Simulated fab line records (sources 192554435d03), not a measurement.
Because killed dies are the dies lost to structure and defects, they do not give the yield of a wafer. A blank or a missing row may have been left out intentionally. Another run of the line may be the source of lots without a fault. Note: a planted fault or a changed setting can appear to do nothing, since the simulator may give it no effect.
Chamber matching | flow n5-finfet | N5_BEOL_M0_SAQP_SPACER2_ALD_26 on ald-sin-04: 4 sister chambers
The step deposits SiO2, target thk 15 nm, pulse time 1 s, purge time 2 s. 8 wafers are shown with their chamber, then 10 later ones without.

== WAFERS PAIRED WITH THEIR CHAMBERS ==
wafer  | chamber | heater-power-w (W) | precursor-pulse-height-rel
L081.2 | 1       | 468                | 1.009
L087.1 | 1       | 471                | 0.982
L088.3 | 3       | 378                | 0.999
L089.2 | 0       | 381                | 1.018
L089.3 | 2       | 448                | 1.014
L089.6 | 0       | 388                | 1.017
L090.1 | 3       | 377                | 1.009
L090.2 | 2       | 439                | 1.001

== WAFERS WITH NO CHAMBER GIVEN ==
wafer  | heater-power-w (W) | precursor-pulse-height-rel
L090.6 | 381                | 1.022
L091.2 | 391                | 1.013
L091.3 | 440                | 0.979
L091.4 | 372                | 1.017
L092.2 | 391                | 1.037
L092.4 | 481                | 1.010
L092.6 | 385                | 1.001
L095.1 | 467                | 0.966
L095.2 | 394                | 1.007
L095.4 | 438                | 1.016

== THE CHAMBER EACH PASSED THROUGH ==
wafer  | from the rows above     | in truth
L090.6 | can't be placed: 0 or 3 | 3
L091.2 | can't be placed: 0 or 3 | 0
L091.3 | 2                       | 2
L091.4 | can't be placed: 3 or 0 | 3
L092.2 | 0                       | 0
L092.4 | 1                       | 1
L092.6 | can't be placed: 0 or 3 | 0
L095.1 | 1                       | 1
L095.2 | can't be placed: 0 or 3 | 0
L095.4 | 2                       | 2
Correct placement for 5 of the 10. These rows do not allow placing 5 (true chamber among the candidates in 5). Number placed wrongly: 0.
How it was worked out, from the rows above alone: a wafer's distance from a chamber is the root of the sum, over the readings, of the square of ((its reading less the chamber's mean) divided by the reading's scatter). The wafer belongs to the nearest chamber; if the next one is less than 2 further off, it can't be placed. The mean given for a chamber averages the wafers shown for that chamber. The scatter is the square root of a quotient: the sum, over the shown wafers, of each reading's squared deviation from its chamber's mean, divided by wafers minus chambers.
